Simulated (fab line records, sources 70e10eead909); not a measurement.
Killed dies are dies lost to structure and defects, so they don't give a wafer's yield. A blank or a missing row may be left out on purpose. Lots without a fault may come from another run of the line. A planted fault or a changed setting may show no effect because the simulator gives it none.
Which tool did it? | flow nand_harc | 6 lots, 18 wafers sampled, at 5 steps of a route of 1159

WHAT THE GAUGES READ, wafer by wafer
NHARC_END_SORT_01.
lot | measured | on | killed_at_array

WHICH TOOL RAN EACH LOT (tool, then ch and the chambers of the sampled wafers, then the start)
lot  | NHARC_A_STAIRCASE_ETCH_21                     | NHARC_A_STAIRCASE_ETCH_25                     | NHARC_A_STAIRCASE_ETCH_197         | NHARC_A_STAIRCASE_ETCH_203
L265 | rie_diel-13 ch 0,3, day 11 13:09 or earlier   | rie_diel-13 ch 1,2,3, day 11 13:09 or earlier | rie_diel-11 ch 2,3, day 11 13:09   | rie_diel-11 ch 0,2,3, no start
L268 | rie_diel-01 ch 0,1,2, day 12 10:28 or earlier | rie_diel-01 ch 0,2, day 12 10:28 or earlier   | rie_diel-13 ch 1,3, day 12 10:28   | rie_diel-13 ch 1,3, no start
L270 | rie_diel-13 ch 0,1,3, day 13 01:35 or earlier | rie_diel-13 ch 0,3, day 13 01:35 or earlier   | rie_diel-13 ch 0,1,2, day 13 01:35 | rie_diel-13 ch 0,1,2, no start
L276 | rie_diel-13 ch 2,3, day 14 02:31 or earlier   | rie_diel-13 ch 0,3, day 14 02:31 or earlier   | rie_diel-11 ch 0,2, day 14 02:31   | rie_diel-11 ch 0,1,3, no start
L278 | rie_diel-13 ch 0,1, day 14 20:47 or earlier   | rie_diel-13 ch 0,1, day 14 20:47 or earlier   | rie_diel-01 ch 1,2,3, day 14 20:47 | rie_diel-01 ch 0,1,3, no start
L283 | rie_diel-11 ch 2,3, day 15 19:52 or earlier   | rie_diel-11 ch 0,2, day 15 19:52 or earlier   | rie_diel-01 ch 2,3, day 15 19:52   | rie_diel-01 ch 0,1,2, no start
- NHARC_A_STAIRCASE_ETCH_21: etches the open film in C4F8/O2, target depth 100 nm, time 40.5 s.
- NHARC_A_STAIRCASE_ETCH_25: etches the open film in C4F8/O2, target depth 100 nm, time 40.5 s.
- NHARC_A_STAIRCASE_ETCH_197: etches the open film in C4F8/O2, target depth 100 nm, time 40.5 s.
- NHARC_A_STAIRCASE_ETCH_203: etches the open film in C4F8/O2, target depth 100 nm, time 40.5 s.

THE ANSWER, worked out from the rows above alone
Rule: what is usual is taken from the lots themselves. Put in order of their means at a reading, lots are off if they are a third of the lots or fewer, leave a main group of 4 or more, and stand apart from it by a gap of 3 or more times the standard deviation of the main group's means; of several such gaps the widest counts. A main group whose means are all the same, to the digits that the tables above print for the reading, isn't used. A lot without any number at a reading at which 4 lots or more have one is off too. The other lots that the step has rows for count as sound.
No lot is off at any reading shown: from this, nothing can be told.

WHAT THE SIMULATOR HAD PUT IN
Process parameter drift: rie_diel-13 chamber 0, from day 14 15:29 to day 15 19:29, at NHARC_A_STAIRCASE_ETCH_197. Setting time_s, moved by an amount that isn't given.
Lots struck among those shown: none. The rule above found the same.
